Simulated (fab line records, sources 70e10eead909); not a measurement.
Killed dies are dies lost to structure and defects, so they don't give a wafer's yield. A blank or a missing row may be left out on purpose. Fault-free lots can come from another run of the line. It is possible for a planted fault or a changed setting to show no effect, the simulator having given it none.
Which tool was responsible?	flow nand-harc	6 lots, 18 wafers sampled, at 5 steps of a route of 1302

## WHAT EACH GAUGE READ, for each wafer
NHARC_END_SORT_01.
lot	measured	on	killed-at-other
L943	day 25 12:43	prober-01	0 0 0
L946	day 27 06:32	prober-01	0 0 1
L948	day 26 20:40	prober-02	2 0 0
L953	day 29 04:04	prober-02	0 1 0
L963	day 33 19:40	prober-01	0 1 1

## WHAT TOOL EACH LOT RAN ON (gives the tool, then ch and the chambers of the sampled wafers, and finally the start)
lot	NHARC_P_M2_ECD_22	NHARC_P_M2_CMP_23	NHARC_P_M2_DEP_33	NHARC_P_BONDPAD_CMP_32
L943	ecd-cu-02 ch 0,1, day 7 04:08	cmp-04 ch 1,3, day 7 04:54	pecvd-04 ch 1,2, day 7 05:32	cmp-02 ch 0,2, day 7 06:20
L946	ecd-cu-01 ch 0,1, day 8 16:26	cmp-02 ch 1,2,3, day 8 17:10	pecvd-02 ch 1, day 8 17:49	cmp-02 ch 0,1,2, day 8 18:50
L948	ecd-cu-01 ch 0,1, day 9 07:37	cmp-02 ch 0,2, day 9 08:20	pecvd-01 ch 0,1,2, day 9 08:58	cmp-02 ch 0,1, day 9 09:53
L953	ecd-cu-01 ch 0,1, day 11 07:55	cmp-03 ch 0,3, day 11 08:38	pecvd-01 ch 0,1,2, day 11 09:18	cmp-01 ch 1,3, day 11 10:07
L955	ecd-cu-01 ch 0,1, day 12 12:43	cmp-02 ch 0,1,2, day 12 13:27	pecvd-02 ch 1,2, day 12 14:45	cmp-03 ch 0,1,3, day 12 15:35
L963	ecd-cu-01 ch 0,1, day 15 12:24	cmp-02 ch 0,1,3, day 15 13:06	pecvd-02 ch 0,1, day 15 13:44	cmp-03 ch 0,2,3, day 15 14:32
- NHARC_P_M2_ECD_22: material Cu, target thk 400 nm.
- NHARC_P_M2_CMP_23: polishes, t overpolish 20 s, target thk 144.3 nm.
- NHARC_P_M2_DEP_33: deposits SiCN, target thk 30 nm.
- NHARC_P_BONDPAD_CMP_32: polishes SiCN, target thk 200 nm.

## THE ANSWER, worked out from the rows above alone
Rule: what is usual is taken from the lots themselves. Put in order of their means at a reading, lots are off if they are a third of the lots or fewer, leave a main group of 4 or more, and stand apart from it by a gap of 3 or more times the standard deviation of the main group's means; of several such gaps the widest counts. A main group is skipped when, at the precision printed for the reading in the tables above, its means are all equal. A lot without any number at a reading at which 4 lots or more have one is off too. The other lots that the step has rows for count as sound.
None of the lots is off at any reading shown; this tells nothing.

## WHAT WAS PUT IN BY THE SIMULATOR
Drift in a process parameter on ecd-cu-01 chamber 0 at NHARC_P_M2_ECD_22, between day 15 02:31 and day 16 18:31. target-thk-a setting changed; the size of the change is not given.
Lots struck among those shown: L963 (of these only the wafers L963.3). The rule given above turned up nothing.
